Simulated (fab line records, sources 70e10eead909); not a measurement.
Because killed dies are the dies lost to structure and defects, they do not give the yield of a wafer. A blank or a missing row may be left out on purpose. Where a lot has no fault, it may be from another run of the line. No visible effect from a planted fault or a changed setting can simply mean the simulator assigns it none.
Which tool was responsible? || flow nandHarc || Sampling: 24 lots, 72 wafers, 2 of 1159 route steps

WHAT EACH GAUGE READ, for each wafer
NHARC_P_M1_THK_MEAS_24: measures by xrf.
{"lot": "L075", "measured": "day 6 06:10", "on": "filmMetro-01", "thkNm (nm)": "158.6 160.1 153.9"}
{"lot": "L074", "measured": "day 6 06:39", "on": "filmMetro-02", "thkNm (nm)": "156.4 157.3 157.0"}
{"lot": "L076", "measured": "day 6 16:24", "on": "filmMetro-01", "thkNm (nm)": "154.2 156.4 155.7"}
{"lot": "L077", "measured": "day 6 17:23", "on": "filmMetro-02", "thkNm (nm)": "159.4 156.5 158.3"}
{"lot": "L078", "measured": "day 7 03:16", "on": "filmMetro-01", "thkNm (nm)": "158.2 160.1 156.2"}
{"lot": "L079", "measured": "day 7 09:17", "on": "filmMetro-02", "thkNm (nm)": "155.3 154.4 157.2"}
{"lot": "L080", "measured": "day 7 15:13", "on": "filmMetro-01", "thkNm (nm)": "157.4 159.2 158.4"}
{"lot": "L081", "measured": "day 7 18:26", "on": "filmMetro-01", "thkNm (nm)": "156.6 158.6 155.6"}
{"lot": "L082", "measured": "day 8 03:20", "on": "filmMetro-01", "thkNm (nm)": "154.8 156.7 158.1"}
{"lot": "L083", "measured": "day 8 07:03", "on": "filmMetro-01", "thkNm (nm)": "158.5 157.0 160.9"}
{"lot": "L084", "measured": "day 9 00:41", "on": "filmMetro-01", "thkNm (nm)": "156.4 157.7 156.8"}
{"lot": "L087", "measured": "day 9 04:06", "on": "filmMetro-01", "thkNm (nm)": "157.9 157.4 157.4"}
{"lot": "L085", "measured": "day 9 05:13", "on": "filmMetro-02", "thkNm (nm)": "159.4 157.5 160.7"}
{"lot": "L086", "measured": "day 9 11:05", "on": "filmMetro-02", "thkNm (nm)": "156.5 158.1 159.5"}
{"lot": "L088", "measured": "day 9 12:53", "on": "filmMetro-02", "thkNm (nm)": "156.9 157.9 157.1"}
{"lot": "L089", "measured": "day 9 19:55", "on": "filmMetro-02", "thkNm (nm)": "157.5 155.8 157.1"}
{"lot": "L090", "measured": "day 10 07:49", "on": "filmMetro-01", "thkNm (nm)": "155.8 156.7 157.4"}
{"lot": "L091", "measured": "day 10 11:40", "on": "filmMetro-02", "thkNm (nm)": "157.8 157.2 158.9"}
{"lot": "L092", "measured": "day 10 14:08", "on": "filmMetro-01", "thkNm (nm)": "156.4 154.9 156.5"}
{"lot": "L093", "measured": "day 10 17:40", "on": "filmMetro-02", "thkNm (nm)": "160.0 158.7 159.6"}
{"lot": "L094", "measured": "day 11 02:17", "on": "filmMetro-02", "thkNm (nm)": "155.0 155.9 158.4"}
{"lot": "L095", "measured": "day 11 02:46", "on": "filmMetro-01", "thkNm (nm)": "158.2 158.3 155.7"}
{"lot": "L096", "measured": "day 11 16:14", "on": "filmMetro-01", "thkNm (nm)": "158.8 154.9 155.3"}
{"lot": "L097", "measured": "day 12 02:10", "on": "filmMetro-01", "thkNm (nm)": "158.7 156.6 155.3"}

WHAT TOOL EACH LOT RAN ON (gives the tool, then ch and the chambers of the sampled wafers, and finally the start)
{"lot": "L075", "NHARC_P_CONTACT_CMP_01": "cmp-03 ch 0,1,3, day 5 15:59"}
{"lot": "L074", "NHARC_P_CONTACT_CMP_01": "cmp-01 ch 0,1,2, day 5 16:20"}
{"lot": "L076", "NHARC_P_CONTACT_CMP_01": "cmp-03 ch 1,2,3, day 6 04:31"}
{"lot": "L077", "NHARC_P_CONTACT_CMP_01": "cmp-01 ch 0,1,3, day 6 05:10"}
{"lot": "L078", "NHARC_P_CONTACT_CMP_01": "cmp-01 ch 1,3, day 6 12:44"}
{"lot": "L079", "NHARC_P_CONTACT_CMP_01": "cmp-02 ch 0,3, day 6 17:56"}
{"lot": "L080", "NHARC_P_CONTACT_CMP_01": "cmp-02 ch 0,2,3, day 7 03:05"}
{"lot": "L081", "NHARC_P_CONTACT_CMP_01": "cmp-02 ch 0,2,3, day 7 04:53"}
{"lot": "L082", "NHARC_P_CONTACT_CMP_01": "cmp-02 ch 0,1,2, day 7 12:40"}
{"lot": "L083", "NHARC_P_CONTACT_CMP_01": "cmp-03 ch 1,3, day 7 19:18"}
{"lot": "L084", "NHARC_P_CONTACT_CMP_01": "cmp-01 ch 1,2, day 8 03:23"}
{"lot": "L087", "NHARC_P_CONTACT_CMP_01": "cmp-02 ch 0,2,3, day 8 15:20"}
{"lot": "L085", "NHARC_P_CONTACT_CMP_01": "cmp-02 ch 2,3, day 8 16:52"}
{"lot": "L086", "NHARC_P_CONTACT_CMP_01": "cmp-02 ch 1,3, day 8 19:52"}
{"lot": "L088", "NHARC_P_CONTACT_CMP_01": "cmp-01 ch 2,3, day 8 23:46"}
{"lot": "L089", "NHARC_P_CONTACT_CMP_01": "cmp-02 ch 1,2,3, day 9 07:48"}
{"lot": "L090", "NHARC_P_CONTACT_CMP_01": "cmp-01 ch 0,2,3, day 9 12:42"}
{"lot": "L091", "NHARC_P_CONTACT_CMP_01": "cmp-03 ch 0,1,2, day 9 23:41"}
{"lot": "L092", "NHARC_P_CONTACT_CMP_01": "cmp-01 ch 1,2, day 10 01:19"}
{"lot": "L093", "NHARC_P_CONTACT_CMP_01": "cmp-01 ch 0,1,3, day 10 05:49"}
{"lot": "L094", "NHARC_P_CONTACT_CMP_01": "cmp-03 ch 0,2, day 10 11:37"}
{"lot": "L095", "NHARC_P_CONTACT_CMP_01": "cmp-03 ch 0,1, day 10 12:24"}
{"lot": "L096", "NHARC_P_CONTACT_CMP_01": "cmp-03 ch 0,1,3, day 11 04:24"}
{"lot": "L097", "NHARC_P_CONTACT_CMP_01": "cmp-02 ch 0,1,2, day 11 11:05"}
- NHARC_P_CONTACT_CMP_01: polishes SiO2, target thk 200 nm.

AS READ BY THE TOOLS THEMSELVES (means over the sampled wafers that have a number; for cases with no such wafer, the mark the record gives instead)
NHARC_P_CONTACT_CMP_01.
{"lot": "L075", "tool": "cmp-03", "motorCurrentA (A)": 12.6}
{"lot": "L074", "tool": "cmp-01", "motorCurrentA (A)": 11.2}
{"lot": "L076", "tool": "cmp-03", "motorCurrentA (A)": 13.6}
{"lot": "L077", "tool": "cmp-01", "motorCurrentA (A)": 11.8}
{"lot": "L078", "tool": "cmp-01", "motorCurrentA (A)": 12.5}
{"lot": "L079", "tool": "cmp-02", "motorCurrentA (A)": 11.9}
{"lot": "L080", "tool": "cmp-02", "motorCurrentA (A)": 12.1}
{"lot": "L081", "tool": "cmp-02", "motorCurrentA (A)": 12.0}
{"lot": "L082", "tool": "cmp-02", "motorCurrentA (A)": 13.0}
{"lot": "L083", "tool": "cmp-03", "motorCurrentA (A)": 12.5}
{"lot": "L084", "tool": "cmp-01", "motorCurrentA (A)": 11.8}
{"lot": "L087", "tool": "cmp-02", "motorCurrentA (A)": 11.9}
{"lot": "L085", "tool": "cmp-02", "motorCurrentA (A)": 10.7}
{"lot": "L086", "tool": "cmp-02", "motorCurrentA (A)": 11.7}
{"lot": "L088", "tool": "cmp-01", "motorCurrentA (A)": 12.4}
{"lot": "L089", "tool": "cmp-02", "motorCurrentA (A)": 12.1}
{"lot": "L090", "tool": "cmp-01", "motorCurrentA (A)": 11.5}
{"lot": "L091", "tool": "cmp-03", "motorCurrentA (A)": 13.2}
{"lot": "L092", "tool": "cmp-01", "motorCurrentA (A)": 12.6}
{"lot": "L093", "tool": "cmp-01", "motorCurrentA (A)": 11.1}
{"lot": "L094", "tool": "cmp-03", "motorCurrentA (A)": 14.2}
{"lot": "L095", "tool": "cmp-03", "motorCurrentA (A)": 12.8}
{"lot": "L096", "tool": "cmp-03", "motorCurrentA (A)": 12.9}
{"lot": "L097", "tool": "cmp-02", "motorCurrentA (A)": 13.2}

THE ANSWER, worked out from the rows above alone
Rule: usual is defined by the lots themselves. The widest of any qualifying gaps counts: lots, ordered by their means at a reading, are off when they make up no more than a third of the lots, leave a main group of 4 or more, and stand apart from it by 3 or more times the standard deviation of that group's means. The tables above print the reading to a certain number of digits; a main group whose means all agree to those digits is not used. Also off: a lot with no number at a reading for which 4 or more lots have one. The other lots that the step has rows for count as sound. First the gauges in route order, then the tools' own readings, where a lot's mean is used as printed above. The first step at which some lot is off is used, and at that step the reading that is off furthest; a lot without a number counts as furthest.
No lot is off on any of the readings shown, so nothing can be concluded from this.

WHAT WAS PUT IN BY THE SIMULATOR
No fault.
